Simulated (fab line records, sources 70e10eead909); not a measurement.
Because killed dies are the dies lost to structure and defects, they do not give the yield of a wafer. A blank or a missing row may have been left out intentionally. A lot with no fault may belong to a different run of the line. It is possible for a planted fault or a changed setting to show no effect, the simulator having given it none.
Chamber matching || flow nand_harc || NHARC_P_GATE_STRIP_101 on rie_diel-11 has 4 sister chambers
The step strips in O2, time 20 s. 8 wafers are shown with their chamber, then 7 later ones without.

== WAFERS PAIRED WITH THEIR CHAMBERS ==
{"wafer": "L074.6", "chamber": 3, "drypump_motor_current_A (A)": 5.0, "showerhead_plenum_p_Torr (Torr)": 3.53}
{"wafer": "L076.6", "chamber": 0, "drypump_motor_current_A (A)": 6.0, "showerhead_plenum_p_Torr (Torr)": 3.55}
{"wafer": "L079.5", "chamber": 1, "drypump_motor_current_A (A)": 5.3, "showerhead_plenum_p_Torr (Torr)": 3.38}
{"wafer": "L080.4", "chamber": 2, "drypump_motor_current_A (A)": 6.0, "showerhead_plenum_p_Torr (Torr)": 3.66}
{"wafer": "L080.5", "chamber": 3, "drypump_motor_current_A (A)": 5.0, "showerhead_plenum_p_Torr (Torr)": 3.52}
{"wafer": "L080.6", "chamber": 2, "drypump_motor_current_A (A)": 6.0, "showerhead_plenum_p_Torr (Torr)": 3.66}
{"wafer": "L082.1", "chamber": 0, "drypump_motor_current_A (A)": 6.0, "showerhead_plenum_p_Torr (Torr)": 3.55}
{"wafer": "L082.2", "chamber": 1, "drypump_motor_current_A (A)": 5.4, "showerhead_plenum_p_Torr (Torr)": 3.38}

== WAFERS WITH NO CHAMBER GIVEN ==
{"wafer": "L082.4", "drypump_motor_current_A (A)": 6.0, "showerhead_plenum_p_Torr (Torr)": 3.66}
{"wafer": "L083.1", "drypump_motor_current_A (A)": 6.0, "showerhead_plenum_p_Torr (Torr)": 3.54}
{"wafer": "L083.2", "drypump_motor_current_A (A)": 5.0, "showerhead_plenum_p_Torr (Torr)": 3.51}
{"wafer": "L083.3", "drypump_motor_current_A (A)": 5.4, "showerhead_plenum_p_Torr (Torr)": 3.38}
{"wafer": "L096.2", "drypump_motor_current_A (A)": 5.3, "showerhead_plenum_p_Torr (Torr)": 3.37}
{"wafer": "L096.4", "drypump_motor_current_A (A)": 5.0, "showerhead_plenum_p_Torr (Torr)": 3.50}
{"wafer": "L096.5", "drypump_motor_current_A (A)": 5.3, "showerhead_plenum_p_Torr (Torr)": 3.37}

== THE CHAMBER EACH PASSED THROUGH ==
{"wafer": "L082.4", "from the rows above": 2, "in truth": 2}
{"wafer": "L083.1", "from the rows above": 0, "in truth": 0}
{"wafer": "L083.2", "from the rows above": 3, "in truth": 3}
{"wafer": "L083.3", "from the rows above": 1, "in truth": 1}
{"wafer": "L096.2", "from the rows above": 1, "in truth": 1}
{"wafer": "L096.4", "from the rows above": 3, "in truth": 3}
{"wafer": "L096.5", "from the rows above": 1, "in truth": 1}
Placed correctly: 7 of 7. Number that these rows cannot place: 0. 0 placed wrongly.
How it was worked out, from the rows above alone: a wafer's distance from a chamber is the root of the sum, over the readings, of the square of ((its reading less the chamber's mean) divided by the reading's scatter). The wafer belongs to the nearest chamber; if the next one is less than 2 further off, it can't be placed. For every chamber, the mean is computed from those of its wafers that are shown. The scatter: take each reading less its chamber's mean, square it, sum over the shown wafers, divide by the number of wafers less the number of chambers, and take the root.
